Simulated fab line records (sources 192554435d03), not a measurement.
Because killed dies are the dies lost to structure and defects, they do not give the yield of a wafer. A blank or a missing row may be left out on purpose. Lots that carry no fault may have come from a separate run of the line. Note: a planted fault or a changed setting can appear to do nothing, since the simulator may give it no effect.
Problem report in the 8D (eight disciplines) form, filled by code || flow n5Finfet || the parts of the form that need people (team, actions taken, sign-off) are left out

## 1. WHAT IS WRONG
N5_BEOL_M14_SPUTTER_44, cathodeDcPowerW: mean 11120 W over 1 wafer from 1 lot; wafers with no fault: 15000 W, standard deviation 2.6. So: -99 or more standard deviations from the usual mean.
The step: material Ta, target thk 15 nm, time 24.19 s.
Earliest sighting: wafer L272.4 on pvdSputter-01 at day 15 06:19. Wafers with a number at this step in the record: 15, from 5 lots. The rule behind "out" and "out of limits": a value lying over 4 standard deviations away from the usual mean. The other wafers with a number count as sound.

## 2. WHAT IT IS, AND WHAT IT ISN'T
{"question": "which readings at this step", "is": "cathodeDcPowerW", "is not": "-"}
{"question": "which lots", "is": "L272", "is not": "L264, L278, L285, L286"}
{"question": "which wafers of those lots", "is": "L272.4", "is not": "L272.3, L272.6"}
{"question": "read on which tools", "is": "pvdSputter-01", "is not": "pvdSputter-02, pvdSputter-03"}
{"question": "when", "is": "from day 15 06:19", "is not": "up to then (5 sound wafers); but 9 sound wafers of L278, L285, L286 came after"}

## 3. THE SUSPECTS, EACH WITH WHAT RULES IT OUT
Counting: a tool at a process step up to the reading stays a suspect if it ran every lot that is out. Sound lots after the first of them don't rule it out here, since some wafers of a struck lot are sound.
- rieDiel-01 at N5_BEOL_M14_ETCH_68 (etches SOC in N2/H2, time 450 s): kept. L272, the lot that is out, went through it at day 15 03:29; up to then, the latest sound lot through it was L264 at day 13 05:30.
- pvdSputter-01 at N5_BEOL_M14_DEGAS_41 (time 60 s): kept. It ran the lot that is out, L272 (day 15 06:10).
- pvdSputter-01 at N5_BEOL_M14_PRE_CLEAN_42 (time 30 s): kept. It ran the lot that is out, L272 (day 15 06:12).
- pvdSputter-01 at N5_BEOL_M14_SPUTTER_44 (material Ta, target thk 15 nm, time 24.19 s): kept. It ran the lot that is out, L272 (day 15 06:19). Its own readings are out on those wafers: cathodeDcPowerW.
- The sound lot-mates ran in chamber 2 of rieDiel-01 at N5_BEOL_M14_ETCH_68, but the wafers that are out ran in chamber 3.
Left after counting: rieDiel-01 at N5_BEOL_M14_ETCH_68, pvdSputter-01 at N5_BEOL_M14_DEGAS_41, pvdSputter-01 at N5_BEOL_M14_PRE_CLEAN_42, pvdSputter-01 at N5_BEOL_M14_SPUTTER_44.

## 4. THE CAUSE (what the simulator had put in)
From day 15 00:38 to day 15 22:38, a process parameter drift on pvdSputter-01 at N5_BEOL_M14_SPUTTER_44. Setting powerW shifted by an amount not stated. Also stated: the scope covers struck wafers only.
Counting leaves 4 suspects; this tool is one of them.

## 5. SEQUENCE OF EFFECTS, ordered by route
Rows list readings where the struck wafers' mean (over those with a number) sits beyond 3 standard deviations from the usual. Only readings whose record carries a usual standard deviation are examined. hours: median over the lots of the time between each lot's start at the first step of this table that gives one and its start at this step. sigmas: the change, counted in usual standard deviations.
{"hours": 0, "step": "N5_BEOL_M14_SPUTTER_44", "reading": "cathodeDcPowerW", "usual": "15000 W", "on struck wafers": 11120, "change": -3880, "sigmas": "-99 or more"}
{"hours": 0, "step": "N5_BEOL_M14_SPUTTER_44", "reading": "throttleValvePct", "usual": "29.7 %", "on struck wafers": 33.4, "change": "+3.7", "sigmas": "+3.4"}
{"hours": 0, "step": "N5_BEOL_M14_SPUTTER_45", "reading": "throttleValvePct", "usual": "29.7 %", "on struck wafers": 33.1, "change": "+3.4", "sigmas": "+3.1"}
{"hours": 1, "step": "N5_BEOL_M14_CMP_49", "reading": "barrierFieldEndpointS", "usual": "11.37 s", "on struck wafers": 9.65, "change": -1.72, "sigmas": -6.4}
Its process steps:
- N5_BEOL_M14_SPUTTER_44: material Ta, target thk 15 nm, time 24.19 s.
- N5_BEOL_M14_SPUTTER_45: material Cu, target thk 100 nm, time 16.67 s.
- N5_BEOL_M14_CMP_49: polishes, stops on SiO2, t overpolish 5.2 s, target thk 560 nm.
Later measuring or inspecting steps at which every struck wafer that the step has a row for has a number for every such reading, and none has moved that far: N5_BEOL_M14_THK_MEAS_50.

## 6. WHAT WOULD HAVE CAUGHT IT SOONER
First out-of-limits reading in this record: day 15 06:19, which is 6 hours after fault onset at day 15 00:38.
